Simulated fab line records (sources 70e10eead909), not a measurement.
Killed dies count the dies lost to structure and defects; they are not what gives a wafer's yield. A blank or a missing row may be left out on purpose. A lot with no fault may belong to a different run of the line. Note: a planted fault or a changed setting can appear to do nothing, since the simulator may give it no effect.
fab line records    flow nand-harc
record: lots: 13  wafers: 38  last-day: 24
route steps=1159 shown P_CONTACT@242 P_M0@273
lots that met no fault: from a run of the same line without faults
start-h: the number of hours between the record's first day and the start of the first shown wafer of the lot    wait-h: time in hours since the lot's previous step    " as in the row above    L1.1+2: a row that stands for several wafers    - no value present, or no start provided    * or withheld: withheld    < > ~ a bound
route shown NAME@n: a module of which the file shows steps, and the number in the route of the first    usual: the fault-free wafers' mean and standard deviation    same: alike in all rows    chamber/n: place in a boat    sites: each site's reading    _std_site: standard deviation of those values    _edge_site: mean of outer sites minus mean of inner sites    radius-mm: for every site, how far away it sits from the centre of the wafer    mask NAME#n: copy n    behind: tool/chamber where the wafer was last shaped    hold: what put the lot on hold/how long, in hours/how the hold closed    device: transistor that didn't switch, given as n, p or np    end of line: tests run on the same wafers once the route is complete    a step with no rows: only its recipe    killed: dies that structure and defects cost at the first sort, which is not the same as the wafer's yield    map: a wafer's dies, marking killed ones x, the rest . and places with no die _
set.NAME: setting as actually run; set.NAME@STEP: the setting as run at that earlier step    model.NAME: the simulator's own value behind a step, which no gauge read
route steps across a sampled set of lots; one table per step, one row per wafer
services: when a tool's chamber went out of use (start-h, in hours from the record's first day, below 0 if earlier), for how many hours, and the reason
== steps ==
step: NHARC_P_CONTACT_STRIP_28
recipe: o2-flow-sccm: 500  ar-flow-sccm: 0  bias-w: 0  chemistry: O2
usual: drypump-motor-current-A: 5.60/0.28  oes-product-au: 1.002/0.011  rf-vpp-V: 57.8/0.83  showerhead-plenum-p-Torr: 3.50/0.12  throttle-valve-pct: 17.036/0.0094
lot.wafer  tool         chamber  start-h  wait-h  drypump-motor-current-A  oes-product-au  rf-hours-counter-h  rf-vpp-V  showerhead-plenum-p-Torr  throttle-valve-pct
L115.2     rie-diel-13  2        113.53   0.1     5.82                     1.013           0                   57.4      3.32                      17.055
L115.1     "            0        "        "       5.53                     0.991           1                   57.3      3.64                      17.031
L115.5     "            3        "        "       5.27                     1.015           -                   57.5      3.55                      17.054
L116.1     rie-diel-13  1        114.56   0.1     5.65                     1.005           1                   57.3      3.50                      17.031
L116.4     "            3        "        "       5.24                     1.001           0                   57.7      3.55                      17.049
L116.6     "            0        "        "       5.57                     0.991           -                   58.6      3.64                      17.041
L118.4     rie-diel-13  3        126.04   0.1     5.33                     1.003           1                   57.9      3.55                      17.033
L118.5     "            3        "        "       5.33                     1.014           -                   58.4      3.55                      17.031
L118.6     "            0        "        "       5.53                     1.001           -                   58.0      3.64                      17.031
L117.4     rie-diel-09  3        127.15   0.1     4.87                     1.008           4                   57.7      3.55                      17.033
L117.3     "            1        "        "       5.91                     1.002           5                   58.6      3.58                      17.046
L117.5     "            0        "        "       5.45                     1.005           -                   57.0      3.68                      17.037
L119.4     rie-diel-13  2        133.95   0.1     5.84                     1.010           1                   56.7      3.32                      17.034
L119.3     "            3        "        "       5.30                     1.002           2                   58.9      3.55                      17.036
L119.1     "            0        "        "       5.56                     0.999           2                   57.9      3.64                      17.045
L120.4     rie-diel-13  3        134.29   0.1     5.29                     0.995           2                   58.0      3.55                      17.039
L120.1     "            2        "        "       5.83                     1.003           2                   57.7      3.32                      17.040
L120.5     "            0        "        "       5.57                     0.995           -                   57.7      3.64                      17.038
L122.3     rie-diel-13  1        151.24   0.1     5.67                     0.996           3                   58.0      3.50                      17.037
L122.1     "            2        "        "       5.81                     1.025           3                   56.6      3.32                      17.041
L122.6     "            1        "        "       5.66                     1.002           -                   58.4      3.50                      17.014
L123.2     rie-diel-09  1        162.79   0.1     5.90                     0.987           9                   59.2      3.58                      17.042
L123.4     "            3        "        "       4.85                     0.998           9                   58.1      3.55                      17.030
L123.1     "            0        "        "       5.46                     1.001           8                   57.8      3.68                      17.027
L124.4     rie-diel-09  1        163.42   0.1     5.88                     1.005           9                   58.4      3.58                      17.026
L124.2     "            2        "        "       5.94                     1.015           10                  57.2      3.32                      17.038
L124.1     "            0        "        "       5.43                     1.006           8                   57.5      3.68                      17.019
L125.6     rie-diel-09  0        173.69   0.1     5.49                     0.996           -                   59.0      3.68                      17.031
L125.4     "            1        "        "       5.89                     0.994           -                   58.5      3.58                      17.040
L125.5     "            2        "        "       5.94                     1.019           -                   57.1      3.32                      17.043
L126.4     rie-diel-13  1        174.45   0.1     5.65                     0.982           6                   57.4      3.50                      17.034
L126.1     "            3        "        "       5.29                     1.001           5                   58.8      3.55                      17.031
L126.5     "            2        "        "       5.83                     1.004           -                   56.4      3.32                      17.046
L135.2     rie-diel-13  2        229.09   0.1     5.83                     1.016           10                  58.1      3.32                      17.039
L135.5     "            2        "        "       5.83                     1.015           -                   56.2      3.32                      17.043
L137.3     rie-diel-13  2        244.41   0.1     5.81                     1.005           12                  56.4      3.32                      17.035
L137.2     "            3        "        "       5.34                     0.984           12                  58.0      3.54                      17.039
L137.1     "            0        "        "       5.55                     0.986           12                  57.8      3.63                      17.032
step: NHARC_P_CONTACT_CMP_24
recipe: t-overpolish-s: 30  target-thk-nm: 200
usual: edge-zone-pressure-frac: 1.000/0.0048  motor-current-A: 11.9/1.2  overpolish-run-s: 30.000/0.0086  time-to-endpoint-s: 39/3.6
lot.wafer  tool    chamber  start-h  wait-h  edge-zone-pressure-frac  motor-current-A  overpolish-run-s  time-to-endpoint-s
L115.1     cmp-03  2        123.82   0.6     1.004                    10.7             29.994            39
L115.2     "       3        "        "       0.997                    13.9             30.018            45
L115.5     "       2        "        "       0.999                    11.6             30.004            40
L116.4     cmp-03  1        124.35   0.3     1.004                    13.2             29.979            37
L116.1     "       2        "        "       1.002                    11.4             29.987            40
L116.6     "       2        "        "       0.997                    10.7             30.009            40
L118.4     cmp-01  3        132.93   0.3     1.010                    9.9              29.990            37
L118.6     "       1        "        "       1.002                    11.2             29.994            31
L118.5     "       2        "        "       1.008                    12.3             30.002            39
L117.4     cmp-01  3        133.45   0.3     1.002                    9.8              29.987            37
L117.3     "       1        "        "       1.006                    11.6             30.008            34
L117.5     "       3        "        "       1.000                    10.0             30.006            38
L119.4     cmp-02  1        138.58   0.3     1.003                    11.0             29.994            44
L119.1     "       2        "        "       1.005                    11.7             30.019            38
L119.3     "       0        "        "       1.001                    10.5             30.001            44
L120.4     cmp-02  1        139.02   0.4     1.000                    11.7             30.003            43
L120.1     "       2        "        "       1.001                    12.4             30.004            34
L120.5     "       2        "        "       1.006                    13.0             29.988            35
L122.3     cmp-03  2        153.05   0.4     0.991                    11.5             30.003            39
L122.1     "       3        "        "       1.003                    14.4             29.983            41
L122.6     "       1        "        "       1.008                    12.3             29.987            37
L123.1     cmp-03  1        169.30   0.5     0.998                    12.4             29.992            40
L123.2     "       3        "        "       1.004                    14.4             30.008            40
L123.4     "       0        "        "       1.009                    11.7             30.004            45
L124.1     cmp-03  1        169.85   0.6     1.002                    12.5             30.005            41
L124.4     "       3        "        "       1.001                    14.0             29.992            42
L124.2     "       0        "        "       0.998                    12.8             29.991            45
L125.4     cmp-01  2        175.48   0.5     1.000                    12.3             30.019            37
L125.5     "       3        "        "       1.008                    10.0             30.003            38
L125.6     "       0        "        "       1.002                    12.2             30.012            41
L126.1     cmp-02  0        176.18   0.5     0.990                    10.6             30.002            42
L126.4     "       1        "        "       1.003                    11.0             29.999            42
L126.5     "       0        "        "       0.997                    10.9             30.003            42
L135.2     cmp-01  1        230.94   0.5     1.007                    12.8             29.989            32
L135.5     "       0        "        "       0.992                    12.8             29.995            42
L137.2     cmp-03  0        246.14   0.6     0.999                    11.4             29.997            40
L137.3     "       1        "        "       0.995                    12.5             29.994            36
L137.1     "       3        "        "       1.002                    14.4             29.999            41
step: NHARC_P_M0_PRE_CLEAN_29
recipe: time-s: 30  temp-c: 280  gas: H2/He
usual: heater-power-w: 401/29
lot.wafer  tool            chamber  start-h  wait-h  heater-power-w
L115.1     pvd-sputter-03  -        -        -       435
L115.2     "               -        "        "       373
L115.5     "               -        "        "       385
L116.1     pvd-sputter-03  -        -        -       364
L116.4     "               -        "        "       393
L116.6     "               -        "        "       387
L118.4     pvd-sputter-02  -        -        -       349
L118.6     "               -        "        "       399
L118.5     "               -        "        "       437
L117.3     pvd-sputter-01  -        -        -       426
L117.4     "               -        "        "       427
L117.5     "               -        "        "       412
L119.1     pvd-sputter-02  -        -        -       431
L119.3     "               -        "        "       361
L119.4     "               -        "        "       349
L120.4     pvd-sputter-01  -        -        -       438
L120.1     "               -        "        "       404
L120.5     "               -        "        "       419
L122.1     pvd-sputter-03  -        -        -       430
L122.3     "               -        "        "       372
L122.6     "               -        "        "       405
L123.1     pvd-sputter-01  -        -        -       402
L123.2     "               -        "        "       391
L123.4     "               -        "        "       416
L124.1     pvd-sputter-02  -        -        -       433
L124.4     "               -        "        "       357
L124.2     "               -        "        "       353
L125.4     pvd-sputter-03  -        -        -       363
L125.5     "               -        "        "       387
L125.6     "               -        "        "       442
L126.1     pvd-sputter-02  -        -        -       376
L126.4     "               -        "        "       349
L126.5     "               -        "        "       356
L135.2     pvd-sputter-03  -        -        -       437
L135.5     "               -        "        "       399
L137.3     pvd-sputter-03  -        -        -       446
L137.2     "               -        "        "       396
L137.1     "               -        "        "       385
step: NHARC_P_M0_ECD_22
recipe: target-thk-a: 4000  bath-temp-c: 25  material: Cu
lot.wafer   tool       chamber  start-h  wait-h
L115.2+1+5  ecd-cu-01  0,1,1    126.66   -
L116.1+4+6  ecd-cu-01  1,0,0    127.13   -
L118.4+5+6  ecd-cu-02  0,1,0    135.70   -
L117.4+3+5  ecd-cu-02  1,0,1    136.29   -
L119.1+4+3  ecd-cu-02  1,0,1    141.42   -
L120.1+4+5  ecd-cu-01  0        142.00   -
L122.1+3+6  ecd-cu-02  1,1,0    155.91   -
L123.1+2+4  ecd-cu-02  1,0,0    171.96   -
L124.1+2+4  ecd-cu-02  1,0,0    172.65   -
L125.4+5+6  ecd-cu-01  0,0,1    178.28   -
L126.1+4+5  ecd-cu-02  1,0,0    178.95   -
L135.2+5    ecd-cu-01  1,0      233.55   -
L137.2+1+3  ecd-cu-02  1,0,1    248.94   -
step: NHARC_P_M0_CMP_23
recipe: t-overpolish-s: 20  target-thk-nm: 117.53
usual: edge-zone-pressure-frac: 1.001/0.0053  motor-current-A: 12.3/1.2  time-to-endpoint-s: 28.0/2.4
lot.wafer  tool    chamber  start-h  wait-h  edge-zone-pressure-frac  motor-current-A  time-to-endpoint-s
L115.2     cmp-01  0        127.44   -       1.007                    12.5             30.2
L115.1     "       1        "        "       1.001                    12.1             24.1
L115.5     "       2        "        "       1.000                    12.7             25.8
L116.4     cmp-04  0        128.04   -       1.002                    11.1             27.5
L116.1     "       2        "        "       0.993                    11.8             28.0
L116.6     "       3        "        "       1.005                    14.4             25.2
L118.4     cmp-04  1        136.27   -       0.997                    13.4             31.3
L118.5     "       1        "        "       1.003                    14.1             29.5
L118.6     "       2        "        "       0.998                    12.1             28.3
L117.4     cmp-03  1        136.92   -       1.003                    12.8             25.6
L117.3     "       2        "        "       1.002                    11.8             28.7
L117.5     "       2        "        "       0.995                    11.6             29.5
L119.4     cmp-04  3        142.10   -       1.003                    14.2             26.5
L119.1     "       1        "        "       1.007                    13.2             27.3
L119.3     "       2        "        "       0.998                    11.6             26.4
L120.4     cmp-03  1        142.68   -       0.992                    13.0             24.4
L120.1     "       2        "        "       0.996                    11.2             27.9
L120.5     "       2        "        "       1.001                    11.7             26.9
L122.1     cmp-03  0        156.64   -       1.005                    11.4             32.2
L122.3     "       2        "        "       0.996                    11.8             31.5
L122.6     "       0        "        "       1.002                    12.0             32.3
L123.4     cmp-03  0        172.69   -       0.997                    11.4             31.7
L123.2     "       1        "        "       0.999                    12.6             28.4
L123.1     "       2        "        "       0.994                    11.9             30.7
L124.4     cmp-03  1        173.38   -       0.998                    12.3             28.0
L124.2     "       2        "        "       1.001                    11.5             28.3
L124.1     "       0        "        "       1.000                    11.4             29.0
L125.4     cmp-01  1        178.90   -       1.004                    11.9             24.6
L125.5     "       1        "        "       0.994                    12.1             23.4
L125.6     "       2        "        "       0.997                    12.1             28.6
L126.1     cmp-03  3        179.71   -       1.008                    14.1             30.6
L126.4     "       0        "        "       1.003                    11.6             30.8
L126.5     "       2        "        "       1.000                    11.6             28.4
L135.2     cmp-04  3        234.27   -       1.006                    14.5             7.1
L135.5     "       0        "        "       0.998                    11.3             6.1
L137.3     cmp-03  1        249.66   -       0.998                    12.5             25.8
L137.2     "       2        "        "       1.006                    11.6             26.8
L137.1     "       0        "        "       1.007                    12.6             28.6
== services ==
tool            chamber  start-h  hours  kind
ecd-cu-01       -        96.00    8.0    pm
cmp-04          -        96.36    4.5    repair
rie-diel-13     -        99.01    9.0    pm
rie-diel-09     -        100.80   1.1    repair
pvd-sputter-03  -        102.01   10.0   pm
cmp-04          -        105.11   4.0    pm
rie-diel-09     3        115.37   3.9    repair
cmp-01          -        117.07   3.2    repair
cmp-04          -        130.05   0.6    repair
cmp-01          -        133.97   3.2    repair
cmp-01          -        140.08   0.4    repair
cmp-01          -        148.99   0.5    repair
cmp-04          -        151.76   1.1    repair
rie-diel-09     0        152.01   9.6    repair
cmp-03          -        156.93   4.0    pm
rie-diel-09     -        160.46   0.9    repair
rie-diel-09     3        165.20   11.1   repair
cmp-01          -        179.50   4.0    pm
ecd-cu-02       -        181.83   8.0    pm
pvd-sputter-02  -        206.10   2.2    repair
pvd-sputter-03  -        207.74   10.3   repair
pvd-sputter-02  -        214.00   10.0   pm
rie-diel-09     1        220.08   3.0    repair
rie-diel-13     -        237.10   0.2    repair
== key ==
first-sign: step: NHARC_P_M0_CMP_23  reading: time-to-endpoint-s  direction: down  sigmas: 9  usual: *  struck: *
effect none on later readings
met-at NHARC_P_M0_ECD_22
struck-lots L135
struck-wafers L135.2,L135.5
later-rows-left-out L135.2,L135.5
sort-left-out L135.2,L135.5
not-acting-at NHARC_P_CONTACT_STRIP_28,NHARC_P_CONTACT_CMP_24,NHARC_P_M0_PRE_CLEAN_29
onset-between 178.28 233.55
also-fits NHARC_P_M0_CMP_23:cmp-04
fault: kind: process-parameter-drift  tool: ecd-cu-01  chamber: -  onset-h: 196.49  steps: NHARC_P_M0_ECD_22  channel: target-thk-a  offset: *  shape: step  end-h: 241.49  scope: struck-wafers-only  acts-in: *  stated: *
sort-left-out: the simulated sort isn't trusted on such a fault, so these wafers' sort isn't shown, and their yield isn't known
later-rows-left-out: the simulator's readings of these wafers behind a module that went badly wrong aren't trusted and aren't shown, but for the sort
